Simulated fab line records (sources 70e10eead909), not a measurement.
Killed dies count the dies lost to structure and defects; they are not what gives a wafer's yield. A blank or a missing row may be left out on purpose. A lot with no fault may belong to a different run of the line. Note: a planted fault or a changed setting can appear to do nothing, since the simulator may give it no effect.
What tool caused it? || flow nand_harc || 36 wafers sampled from 12 lots at 1 step of a route of 1302

## WHAT THE GAUGES SHOWED, per wafer
NHARC_P_GATE_CD_MEAS_11 targets a cd of 1640 nm.
{"lot": "L075", "measured": "day 4 23:49", "on": "cd_sem-02", "cd_nm (nm)": "1641.7 1640.8 1641.5"}
{"lot": "L076", "measured": "day 5 13:35", "on": "cd_sem-01", "cd_nm (nm)": "1640.0 1640.3 1640.0"}
{"lot": "L079", "measured": "day 6 16:59", "on": "cd_sem-02", "cd_nm (nm)": "1640.7 1640.5 1640.9"}
{"lot": "L081", "measured": "day 7 03:36", "on": "cd_sem-03", "cd_nm (nm)": "1640.2 1640.2 1639.4"}
{"lot": "L083", "measured": "day 7 23:32", "on": "cd_sem-01", "cd_nm (nm)": "1638.4 1638.9 1640.2"}
{"lot": "L085", "measured": "day 9 05:16", "on": "cd_sem-02", "cd_nm (nm)": "1638.0 1639.1 1639.2"}
{"lot": "L088", "measured": "day 10 11:55", "on": "cd_sem-03", "cd_nm (nm)": "1640.5 1640.1 1640.1"}
{"lot": "L089", "measured": "day 10 12:07", "on": "cd_sem-03", "cd_nm (nm)": "1639.0 1639.2 1639.7"}
{"lot": "L091", "measured": "day 11 14:53", "on": "cd_sem-02", "cd_nm (nm)": "1642.3 1639.5 1641.7"}
{"lot": "L094", "measured": "day 12 12:14", "on": "cd_sem-02", "cd_nm (nm)": "1639.6 1637.9 1638.8"}
{"lot": "L095", "measured": "day 12 22:25", "on": "cd_sem-03", "cd_nm (nm)": "1639.9 1640.7 1639.2"}
{"lot": "L097", "measured": "day 14 00:17", "on": "cd_sem-01", "cd_nm (nm)": "1639.2 1639.0 1639.6"}

## WHAT TOOL EACH LOT RAN ON (gives the tool, then ch and the chambers of the sampled wafers, and finally the start)
There is no process step in the record ahead of these readings.

## THE ANSWER, worked out from the rows above alone
Rule: usual is defined by the lots themselves. Put in order of their means at a reading, lots are off if they are a third of the lots or fewer, leave a main group of 4 or more, and stand apart from it by a gap of 3 or more times the standard deviation of the main group's means; of several such gaps the widest counts. Not used: any main group whose means are identical at the precision the tables above print for the reading. Also off: a lot with no number at a reading for which 4 or more lots have one. All remaining lots with rows at the step are treated as sound.
Nothing can be told from this: no lot is off at any reading shown.

## WHAT THE SIMULATOR HAD PUT IN
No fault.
